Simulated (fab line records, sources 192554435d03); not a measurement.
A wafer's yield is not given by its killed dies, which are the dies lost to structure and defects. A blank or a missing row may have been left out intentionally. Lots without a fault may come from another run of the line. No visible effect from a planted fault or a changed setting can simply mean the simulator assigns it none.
Matching of chambers :: flow n5-finfet :: 4 sister chambers for N5_STI_FIN_REVEAL_CMP_04 on cmp-01
The step polishes, stops on Si3N4, t overpolish 4 s, target thk 131.83 nm. 8 wafers are shown with their chamber, then 7 later ones without.

== EACH WAFER AND ITS CHAMBER ==
wafer: L077.2
chamber: 0
motor-current-A (A): 8.2
time-to-endpoint-s (s): 104

wafer: L077.5
chamber: 0
motor-current-A (A): 8.1
time-to-endpoint-s (s): 101

wafer: L081.2
chamber: 1
motor-current-A (A): 8.8
time-to-endpoint-s (s): 110

wafer: L084.1
chamber: 1
motor-current-A (A): 8.5
time-to-endpoint-s (s): 105

wafer: L084.3
chamber: 3
motor-current-A (A): 8.2
time-to-endpoint-s (s): 108

wafer: L084.6
chamber: 2
motor-current-A (A): 7.9
time-to-endpoint-s (s): 101

wafer: L086.3
chamber: 3
motor-current-A (A): 8.1
time-to-endpoint-s (s): 107

wafer: L086.4
chamber: 2
motor-current-A (A): 7.8
time-to-endpoint-s (s): 100

== WAFERS WITH NO CHAMBER GIVEN ==
wafer: L086.5
motor-current-A (A): 8.2
time-to-endpoint-s (s): 103

wafer: L090.2
motor-current-A (A): 8.2
time-to-endpoint-s (s): 105

wafer: L090.4
motor-current-A (A): 9.0
time-to-endpoint-s (s): 103

wafer: L090.6
motor-current-A (A): 7.8
time-to-endpoint-s (s): 97

wafer: L093.2
motor-current-A (A): 7.8
time-to-endpoint-s (s): 99

wafer: L093.4
motor-current-A (A): 8.8
time-to-endpoint-s (s): 103

wafer: L093.5
motor-current-A (A): 8.6
time-to-endpoint-s (s): 101

== WHICH CHAMBER EACH WENT THROUGH ==
wafer: L086.5
from the rows above: can't be placed: 0 or 3
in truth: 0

wafer: L090.2
from the rows above: can't be placed: 0 or 3
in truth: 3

wafer: L090.4
from the rows above: 1
in truth: 1

wafer: L090.6
from the rows above: 2
in truth: 2

wafer: L093.2
from the rows above: 2
in truth: 2

wafer: L093.4
from the rows above: 1
in truth: 1

wafer: L093.5
from the rows above: can't be placed: 1 or 0 or 3
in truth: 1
Correct placement for 4 of the 7. Cannot be placed on the basis of these rows: 3; the candidates contain the true chamber in 3. Placed wrongly: 0.
How it was worked out, from the rows above alone: a wafer's distance from a chamber is the root of the sum, over the readings, of the square of ((its reading less the chamber's mean) divided by the reading's scatter). If the next closest chamber is less than 2 further off than the closest, the wafer can't be placed; otherwise it belongs to the closest. The mean given for a chamber averages the wafers shown for that chamber. The scatter: the root of (the sum of the squares of (reading less its chamber's mean) over the shown wafers, divided by (wafers less chambers)).
